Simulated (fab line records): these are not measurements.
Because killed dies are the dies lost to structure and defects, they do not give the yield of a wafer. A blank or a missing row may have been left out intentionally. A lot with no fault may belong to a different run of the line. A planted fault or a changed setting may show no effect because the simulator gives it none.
Split-lot study :: flow n5_finfet :: 7 lots, 21 wafers read, on a route of 1938 steps

THE SPLIT
At N5_BEOL_M0_ETCH_138 (etches SiCN in CH3F/O2, target depth 12 nm, time 31.6 s), the setting source_w was moved away from the recipe's 395 W on 9 of the 21 wafers read, by -15.0% to +14.2%. All remaining wafers had this setting at the recipe value.

Reading taken at the split's own step.

THE READING
rf_vpp_V, in V, at N5_BEOL_M0_ETCH_138 (etches SiCN in CH3F/O2, target depth 12 nm, time 31.6 s). On this fab line, fault-free wafers typically give 297.6 V with a standard deviation of 1.5 V.

wafer: L075.4
tool, chamber at the split: rie_diel-06, 1
source_w as run, W: 450.9
against the recipe: +14.2%
rf_vpp_V, V: 283.2
against lot-mates on the recipe: no lot-mate on the recipe

wafer: L075.5
tool, chamber at the split: rie_diel-06, 1
source_w as run, W: 450.9
against the recipe: +14.2%
rf_vpp_V, V: 283.8
against lot-mates on the recipe: no lot-mate on the recipe

wafer: L075.6
tool, chamber at the split: rie_diel-06, 2
source_w as run, W: 450.9
against the recipe: +14.2%
rf_vpp_V, V: 285.3
against lot-mates on the recipe: no lot-mate on the recipe

wafer: L080.2
tool, chamber at the split: rie_diel-06, 3
source_w as run, W: 395
against the recipe: recipe
rf_vpp_V, V: 297.5
against lot-mates on the recipe: -

wafer: L080.4
tool, chamber at the split: rie_diel-06, 0
source_w as run, W: 395
against the recipe: recipe
rf_vpp_V, V: 296.7
against lot-mates on the recipe: -

wafer: L080.6
tool, chamber at the split: rie_diel-06, 3
source_w as run, W: 335.8
against the recipe: -15.0%
rf_vpp_V, V: 314.3
against lot-mates on the recipe: +17.2

wafer: L087.1
tool, chamber at the split: rie_diel-03, 2
source_w as run, W: 427.4
against the recipe: +8.2%
rf_vpp_V, V: 290.9
against lot-mates on the recipe: -9.4

wafer: L087.2
tool, chamber at the split: rie_diel-03, 1
source_w as run, W: 395
against the recipe: recipe
rf_vpp_V, V: 300.3
against lot-mates on the recipe: -

wafer: L087.5
tool, chamber at the split: rie_diel-03, 3
source_w as run, W: 427.4
against the recipe: +8.2%
rf_vpp_V, V: 287.3
against lot-mates on the recipe: -13.0

wafer: L091.1
tool, chamber at the split: rie_diel-06, 3
source_w as run, W: 395
against the recipe: recipe
rf_vpp_V, V: 296.8
against lot-mates on the recipe: -

wafer: L091.3
tool, chamber at the split: rie_diel-06, 1
source_w as run, W: 447.8
against the recipe: +13.4%
rf_vpp_V, V: 283.3
against lot-mates on the recipe: -13.8

wafer: L091.5
tool, chamber at the split: rie_diel-06, 0
source_w as run, W: 395
against the recipe: recipe
rf_vpp_V, V: 297.3
against lot-mates on the recipe: -

wafer: L092.2
tool, chamber at the split: rie_diel-03, 1
source_w as run, W: 371.7
against the recipe: -5.9%
rf_vpp_V, V: 304.7
against lot-mates on the recipe: +7.2

wafer: L092.3
tool, chamber at the split: rie_diel-03, 2
source_w as run, W: 395
against the recipe: recipe
rf_vpp_V, V: 300.0
against lot-mates on the recipe: -

wafer: L092.4
tool, chamber at the split: rie_diel-03, 3
source_w as run, W: 395
against the recipe: recipe
rf_vpp_V, V: 294.9
against lot-mates on the recipe: -

wafer: L095.1
tool, chamber at the split: rie_diel-01, 0
source_w as run, W: 395
against the recipe: recipe
rf_vpp_V, V: 295.7
against lot-mates on the recipe: -

wafer: L095.4
tool, chamber at the split: rie_diel-01, 1
source_w as run, W: 395
against the recipe: recipe
rf_vpp_V, V: 296.0
against lot-mates on the recipe: -

wafer: L095.6
tool, chamber at the split: rie_diel-01, 2
source_w as run, W: 395
against the recipe: recipe
rf_vpp_V, V: 299.5
against lot-mates on the recipe: -

wafer: L096.1
tool, chamber at the split: rie_diel-06, 0
source_w as run, W: 395
against the recipe: recipe
rf_vpp_V, V: 297.0
against lot-mates on the recipe: -

wafer: L096.2
tool, chamber at the split: rie_diel-06, 1
source_w as run, W: 370.3
against the recipe: -6.3%
rf_vpp_V, V: 302.4
against lot-mates on the recipe: +4.8

wafer: L096.5
tool, chamber at the split: rie_diel-06, 2
source_w as run, W: 395
against the recipe: recipe
rf_vpp_V, V: 298.3
against lot-mates on the recipe: -

THE FIT
A straight line over all 21 wafers: rf_vpp_V changes by -1.01 V for each +1% of source_w; r = -0.98; the points scatter about the line by 1.6 V.
The same after taking each lot's own level away (the mean of its wafers on the recipe; 18 wafers): -1.14 V for each +1%; r = -0.97; scatter 1.7 V.
The reading moves by 17 V for the largest change in source_w, on that fit.
From 297.05 to 300.30 V: that is the span of the lots' own levels, equal to 2.2 times the standard deviation above.
So the lot-to-lot level changes the slope: the two fits differ.
Check: for one of the wafers moved furthest among these (-15.0%), held out of the fit, the line's prediction against its lot-mates is +16.6 V. Against them it came out at +17.2 V.
Tool readings at the split's step, against how far the setting was moved: rf_vpp_V r = -0.98.

ADDITIONAL SPLITS CARRIED BY THESE WAFERS
Other splits were also applied to these wafers ahead of the reading. Each is held against what the fit with the lots' levels taken away leaves over:
other split on the same wafers: N5_SDB_CUT_ETCH_26 bias_w
wafers away from the commonest value: as run: not given for these wafers
r with rf_vpp_V (lot level and that fit taken away): -

other split on the same wafers: N5_MOL_CONTACT_COAG_ETCH_106 source_w
wafers away from the commonest value: 6
r with rf_vpp_V (lot level and that fit taken away): +0.19

other split on the same wafers: N5_MOL_CONTACT_COAG_ETCH_110 bias_w
wafers away from the commonest value: 6
r with rf_vpp_V (lot level and that fit taken away): -0.13

other split on the same wafers: N5_MOL_CONTACT_COAG_ALD_27 ald_cycles
wafers away from the commonest value: 9
r with rf_vpp_V (lot level and that fit taken away): -0.38

other split on the same wafers: N5_BEOL_M0_CUTY_EXPOSE_54 dose_mj
wafers away from the commonest value: 8
r with rf_vpp_V (lot level and that fit taken away): +0.12

FILE'S OWN FIT
rf_vpp_V changes by -1.11 V for each +1% of source_w, r = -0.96.
